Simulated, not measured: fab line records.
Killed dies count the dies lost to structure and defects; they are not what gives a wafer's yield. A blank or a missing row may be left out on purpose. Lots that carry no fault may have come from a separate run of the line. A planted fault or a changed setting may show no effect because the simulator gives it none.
Which tool was responsible?    flow nand-harc    39 wafers from 13 lots sampled at 5 of the route's 1302 steps

== WHAT THE GAUGES SHOWED, per wafer ==
NHARC_END_SORT_01.
lot   measured      on         defect-limited-yield (%)  killed-at-array  killed-at-other  killed-at-periphery  killed-dies  killed-open  killed-short
L213  day 25 00:14  prober-01  90.0 89.1 89.1            66 70 72         0 1 0            2 3 2                68 74 74     2 2 1        1 3 2
L217  day 26 01:29  prober-02  92.9 93.9 92.8            46 37 42         0 0 1            2 4 6                48 41 49     5 6 5        2 3 4
L222  day 28 22:22  prober-02  77.5 76.5 83.5            149 155 109      1 2 1            2 2 2                152 159 112  1 1 2        2 3 3
L224  day 29 02:24  prober-01  78.7 78.3 79.2            143 143 140      0 0 0            1 4 1                144 147 141  2 5 4        5 1 0
L228  day 30 09:40  prober-02  90.0 91.3 92.2            68 54 46         0 0 0            0 5 7                68 59 53     1 0 4        1 2 0
L226  day 30 09:41  prober-01  93.8 92.6 93.2            37 49 43         0 0 0            5 1 3                42 50 46     5 5 4        3 5 2
L225  day 30 20:06  prober-02  90.8 92.0 91.9            59 52 52         1 0 2            2 2 1                62 54 55     4 5 2        3 1 1
L227  day 31 04:52  prober-01  88.9 89.7 89.8            66 66 64         6 3 4            3 1 1                75 70 69     4 0 2        4 2 4
L234  day 33 09:40  prober-02  88.5 90.4 89.8            75 61 66         0 0 0            3 4 3                78 65 69     1 3 3        3 4 2
L235  day 33 10:28  prober-01  91.1 89.1 90.8            56 66 59         0 0 0            4 8 3                60 74 62     4 3 5        2 1 2

== WHICH TOOL RAN EACH LOT (tool, then ch and the chambers of the sampled wafers, then the start) ==
lot   NHARC_A_BONDPAD_STRIP_16             NHARC_THIN_TSV_ETCHBACK_48          NHARC_THIN_TSV_PRE_CLEAN_50              NHARC_THIN_TSV_ETCH_59
L213  wet-bench-10 ch 3,4,6, day 23 18:14  rie-diel-12 ch 2,3, day 24 10:43    pvd-sputter-03, day 24 14:43 or earlier  rie-metal-01 ch 0,1, day 24 14:43
L215  wet-bench-08 ch 2,3,4, day 24 05:05  rie-diel-01 ch 0,2,3, day 24 21:18  pvd-sputter-01, day 25 01:05 or earlier  rie-metal-02 ch 0,1, day 25 01:05
L217  wet-bench-08 ch 2,4,5, day 24 16:26  rie-diel-06 ch 2,3, day 25 12:03    pvd-sputter-02, day 25 15:57 or earlier  rie-metal-02 ch 0,1, day 25 15:57
L222  wet-bench-08 ch 0,1,2, day 27 17:24  rie-diel-12 ch 0,1,2, day 28 09:34  pvd-sputter-02, day 28 13:31 or earlier  rie-metal-02 ch 0,1, day 28 13:31
L224  wet-bench-08 ch 0,5,7, day 27 19:22  rie-diel-01 ch 2,3, day 28 10:50    pvd-sputter-03, day 28 14:53 or earlier  rie-metal-01 ch 0,1, day 28 14:53
L228  wet-bench-10 ch 1,2,4, day 29 03:35  rie-diel-06 ch 2,3, day 29 20:03    pvd-sputter-02, day 30 00:02 or earlier  rie-metal-01 ch 0,1, day 30 00:02
L226  wet-bench-10 ch 4,5,6, day 29 05:01  rie-diel-06 ch 0,1,2, day 29 21:13  pvd-sputter-03, day 30 01:07 or earlier  rie-metal-02 ch 0,1, day 30 01:07
L225  wet-bench-10 ch 0,1,3, day 29 10:39  rie-diel-06 ch 0,2,3, day 30 04:00  pvd-sputter-02, day 30 07:58 or earlier  rie-metal-01 ch 0,1, day 30 07:58
L227  wet-bench-10 ch 0,1,4, day 29 22:42  rie-diel-01 ch 1,3, day 30 15:23    pvd-sputter-01, day 30 19:14 or earlier  rie-metal-03 ch 0,1, day 30 19:14
L230  wet-bench-10 ch 4,5,6, day 30 04:22  rie-diel-12 ch 0,1,2, day 30 21:54  pvd-sputter-03, day 31 01:44 or earlier  rie-metal-02 ch 0,1, day 31 01:44
L232  wet-bench-08 ch 2,4,5, day 31 12:07  rie-diel-01 ch 0,1,2, day 32 04:57  pvd-sputter-02, day 32 09:08 or earlier  rie-metal-02 ch 0,1, day 32 09:08
L234  wet-bench-08 ch 2,4,6, day 32 02:56  rie-diel-06 ch 2,3, day 32 19:57    pvd-sputter-02, day 33 00:01 or earlier  rie-metal-01 ch 0,1, day 33 00:01
L235  wet-bench-10 ch 1,4,5, day 32 03:49  rie-diel-12 ch 1,3, day 32 21:25    pvd-sputter-03, day 33 01:31 or earlier  rie-metal-03 ch 0,1, day 33 01:31
- NHARC_A_BONDPAD_STRIP_16: strips in post etch residue remover, time 600 s.
- NHARC_THIN_TSV_ETCHBACK_48: etches the open film in C4F8/Ar, target depth 1028.5 nm, time 405.17 s.
- NHARC_THIN_TSV_PRE_CLEAN_50: time 30 s.
- NHARC_THIN_TSV_ETCH_59: etches the open film in Cl2/BCl3, target depth 880 nm, time 138.1 s.

== WHAT THE TOOLS THEMSELVES READ (means of the sampled wafers that have a number; where no wafer has one, the mark that the record gives instead) ==
NHARC_A_BONDPAD_STRIP_16.
lot   tool          temp-c (C)
L213  wet-bench-10  29.99
L215  wet-bench-08  30.02
L217  wet-bench-08  29.93
L222  wet-bench-08  29.97
L224  wet-bench-08  30.03
L228  wet-bench-10  30.01
L226  wet-bench-10  29.94
L225  wet-bench-10  30.00
L227  wet-bench-10  29.99
L230  wet-bench-10  30.01
L232  wet-bench-08  29.88
L234  wet-bench-08  29.95
L235  wet-bench-10  30.04

NHARC_THIN_TSV_ETCHBACK_48.
lot   tool         oes-product-au (a.u.)  rf-vpp-V (V)
L213  rie-diel-12  0.92                   544
L215  rie-diel-01  1.00                   547
L217  rie-diel-06  1.00                   548
L222  rie-diel-12  0.95                   545
L224  rie-diel-01  0.92                   547
L228  rie-diel-06  1.01                   548
L226  rie-diel-06  0.99                   547
L225  rie-diel-06  0.98                   547
L227  rie-diel-01  0.92                   549
L230  rie-diel-12  0.99                   546
L232  rie-diel-01  1.01                   550
L234  rie-diel-06  0.93                   548
L235  rie-diel-12  0.92                   541

NHARC_THIN_TSV_PRE_CLEAN_50.
lot   tool            heater-power-w (W)  susceptor-temp-C (C)
L213  pvd-sputter-03  438                 280.22
L215  pvd-sputter-01  412                 279.89
L217  pvd-sputter-02  424                 279.96
L222  pvd-sputter-02  368                 279.99
L224  pvd-sputter-03  412                 279.96
L228  pvd-sputter-02  377                 279.79
L226  pvd-sputter-03  355                 279.96
L225  pvd-sputter-02  408                 279.92
L227  pvd-sputter-01  443                 280.08
L230  pvd-sputter-03  394                 280.01
L232  pvd-sputter-02  377                 280.02
L234  pvd-sputter-02  390                 279.94
L235  pvd-sputter-03  366                 280.07

NHARC_THIN_TSV_ETCH_59.
lot   tool          bcl3-flow-sccm (sccm)  drypump-motor-current-A (A)  oes-product-au (a.u.)  throttle-valve-pct (%)
L213  rie-metal-01  30.09                  5.5                          0.994                  22.261
L215  rie-metal-02  30.02                  5.7                          0.990                  22.264
L217  rie-metal-02  30.05                  5.7                          0.996                  22.260
L222  rie-metal-02  30.02                  5.7                          1.010                  22.269
L224  rie-metal-01  29.99                  5.5                          0.997                  22.263
L228  rie-metal-01  30.07                  5.2                          1.003                  22.263
L226  rie-metal-02  29.99                  5.7                          1.000                  22.264
L225  rie-metal-01  30.04                  5.2                          0.998                  22.263
L227  rie-metal-03  29.96                  6.0                          1.005                  22.270
L230  rie-metal-02  29.96                  5.7                          0.998                  22.267
L232  rie-metal-02  30.02                  5.7                          0.995                  22.267
L234  rie-metal-01  30.07                  5.2                          1.003                  22.262
L235  rie-metal-03  30.08                  6.0                          1.007                  22.260

== THE ANSWER, worked out from the rows above alone ==
Rule: usual is defined by the lots themselves. Put in order of their means at a reading, lots are off if they are a third of the lots or fewer, leave a main group of 4 or more, and stand apart from it by a gap of 3 or more times the standard deviation of the main group's means; of several such gaps the widest counts. If all means in a main group match to the digits the tables above print for the reading, that group is not used. Also off: a lot with no number at a reading for which 4 or more lots have one. All remaining lots with rows at the step are treated as sound. After the gauges, taken in route order, come the tools' own readings; for these a lot's mean is taken, as printed above. The first step at which some lot is off is used, and at that step the reading that is off furthest; a lot without a number counts as furthest.
Off: L222, L224, at NHARC_END_SORT_01 (defect-limited-yield). The main group has a mean of 91.0 % with a standard deviation of 1.5. Neither off nor sound, because the step has no rows for them: L215, L230, L232.
If a tool, at a process step before that reading, ran all the lots that are off and no sound lot after the first of them, it fits. Those tools and the gauges at NHARC_END_SORT_01 are tried in the same way. NHARC_THIN_TSV_PRE_CLEAN_50: start missing for some lots; hours and lot order therefore follow NHARC_THIN_TSV_ETCH_59. Not one of the candidates tried fits.

== WHAT WAS PUT IN BY THE SIMULATOR ==
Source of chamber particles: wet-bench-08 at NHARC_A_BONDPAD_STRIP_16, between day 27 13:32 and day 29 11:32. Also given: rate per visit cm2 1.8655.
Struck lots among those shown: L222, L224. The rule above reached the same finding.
